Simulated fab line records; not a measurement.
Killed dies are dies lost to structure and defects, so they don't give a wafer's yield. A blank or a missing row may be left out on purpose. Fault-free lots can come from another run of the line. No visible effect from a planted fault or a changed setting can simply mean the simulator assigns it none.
Chamber matching / flow n5-finfet / N5_HKMG_FIN_ETCH_31 on rie-diel-02 has 4 sister chambers
The step etches SiARC in CF4, target depth 45.5 nm, time 75.8 s. 18 wafers are shown with their chamber, then 9 later ones without.

== WAFERS, EACH WITH ITS CHAMBER ==
wafer=L078.1; chamber=0; drypump-motor-current-A (A)=5.7; showerhead-plenum-p-Torr (Torr)=2.10; throttle-valve-pct (%)=15.20
wafer=L078.5; chamber=2; drypump-motor-current-A (A)=5.4; showerhead-plenum-p-Torr (Torr)=2.27; throttle-valve-pct (%)=15.06
wafer=L078.6; chamber=3; drypump-motor-current-A (A)=5.8; showerhead-plenum-p-Torr (Torr)=2.16; throttle-valve-pct (%)=15.30
wafer=L079.3; chamber=3; drypump-motor-current-A (A)=5.8; showerhead-plenum-p-Torr (Torr)=2.16; throttle-valve-pct (%)=15.32
wafer=L079.5; chamber=1; drypump-motor-current-A (A)=6.0; showerhead-plenum-p-Torr (Torr)=2.20; throttle-valve-pct (%)=15.67
wafer=L079.6; chamber=0; drypump-motor-current-A (A)=5.7; showerhead-plenum-p-Torr (Torr)=2.10; throttle-valve-pct (%)=15.21
wafer=L085.1; chamber=0; drypump-motor-current-A (A)=5.7; showerhead-plenum-p-Torr (Torr)=2.10; throttle-valve-pct (%)=15.23
wafer=L085.3; chamber=2; drypump-motor-current-A (A)=5.3; showerhead-plenum-p-Torr (Torr)=2.27; throttle-valve-pct (%)=15.09
wafer=L085.4; chamber=1; drypump-motor-current-A (A)=6.0; showerhead-plenum-p-Torr (Torr)=2.20; throttle-valve-pct (%)=15.69
wafer=L086.2; chamber=3; drypump-motor-current-A (A)=5.8; showerhead-plenum-p-Torr (Torr)=2.16; throttle-valve-pct (%)=15.36
wafer=L086.4; chamber=0; drypump-motor-current-A (A)=5.7; showerhead-plenum-p-Torr (Torr)=2.10; throttle-valve-pct (%)=15.24
wafer=L086.5; chamber=2; drypump-motor-current-A (A)=5.4; showerhead-plenum-p-Torr (Torr)=2.27; throttle-valve-pct (%)=15.09
wafer=L088.2; chamber=0; drypump-motor-current-A (A)=5.7; showerhead-plenum-p-Torr (Torr)=2.09; throttle-valve-pct (%)=15.26
wafer=L088.5; chamber=1; drypump-motor-current-A (A)=6.0; showerhead-plenum-p-Torr (Torr)=2.20; throttle-valve-pct (%)=15.70
wafer=L088.6; chamber=2; drypump-motor-current-A (A)=5.4; showerhead-plenum-p-Torr (Torr)=2.26; throttle-valve-pct (%)=15.11
wafer=L089.1; chamber=0; drypump-motor-current-A (A)=5.7; showerhead-plenum-p-Torr (Torr)=2.09; throttle-valve-pct (%)=15.25
wafer=L089.4; chamber=3; drypump-motor-current-A (A)=5.8; showerhead-plenum-p-Torr (Torr)=2.15; throttle-valve-pct (%)=15.38
wafer=L089.6; chamber=2; drypump-motor-current-A (A)=5.3; showerhead-plenum-p-Torr (Torr)=2.26; throttle-valve-pct (%)=15.10

SIGNATURES (means of the wafers above)
reading=drypump-motor-current-A; chamber 0=5.700; chamber 1=6.000; chamber 2=5.360; chamber 3=5.800; scatter within a chamber=0.0293
reading=showerhead-plenum-p-Torr; chamber 0=2.0967; chamber 1=2.2000; chamber 2=2.2660; chamber 3=2.1575; scatter within a chamber=0.00484
reading=throttle-valve-pct; chamber 0=15.2317; chamber 1=15.6867; chamber 2=15.0900; chamber 3=15.3400; scatter within a chamber=0.0247
Rule: for a wafer and a chamber, the distance is found by dividing, reading by reading, the gap between the wafer's reading and the chamber's mean by the reading's scatter, squaring, summing and taking the root. The wafer belongs to the nearest chamber; if the next one is less than 2 further off, it can't be placed. How the scatter is found: for the shown wafers, subtract from each reading the mean of its chamber, square and add these, divide the total by (wafers less chambers), then take the root.

== WAFERS WHOSE CHAMBER IS MISSING ==
wafer=L091.2; drypump-motor-current-A (A)=6.0; showerhead-plenum-p-Torr (Torr)=2.19; throttle-valve-pct (%)=15.69
wafer=L091.5; drypump-motor-current-A (A)=5.6; showerhead-plenum-p-Torr (Torr)=2.09; throttle-valve-pct (%)=15.26
wafer=L091.6; drypump-motor-current-A (A)=5.8; showerhead-plenum-p-Torr (Torr)=2.15; throttle-valve-pct (%)=15.36
wafer=L094.1; drypump-motor-current-A (A)=5.3; showerhead-plenum-p-Torr (Torr)=2.26; throttle-valve-pct (%)=15.10
wafer=L094.4; drypump-motor-current-A (A)=5.7; showerhead-plenum-p-Torr (Torr)=2.09; throttle-valve-pct (%)=15.26
wafer=L094.5; drypump-motor-current-A (A)=5.3; showerhead-plenum-p-Torr (Torr)=2.26; throttle-valve-pct (%)=15.11
wafer=L097.2; drypump-motor-current-A (A)=5.7; showerhead-plenum-p-Torr (Torr)=2.09; throttle-valve-pct (%)=15.26
wafer=L097.3; drypump-motor-current-A (A)=6.0; showerhead-plenum-p-Torr (Torr)=2.19; throttle-valve-pct (%)=15.77
wafer=L097.5; drypump-motor-current-A (A)=5.3; showerhead-plenum-p-Torr (Torr)=2.26; throttle-valve-pct (%)=15.13

== CHAMBER TAKEN BY EACH ==
wafer=L091.2; from the rows above=1; in truth=1
wafer=L091.5; from the rows above=0; in truth=0
wafer=L091.6; from the rows above=3; in truth=3
wafer=L094.1; from the rows above=2; in truth=2
wafer=L094.4; from the rows above=0; in truth=0
wafer=L094.5; from the rows above=2; in truth=2
wafer=L097.2; from the rows above=0; in truth=0
wafer=L097.3; from the rows above=1; in truth=1
wafer=L097.5; from the rows above=2; in truth=2
9 of 9 placed correctly. Can't be placed from these rows: 0. Number placed wrongly: 0.
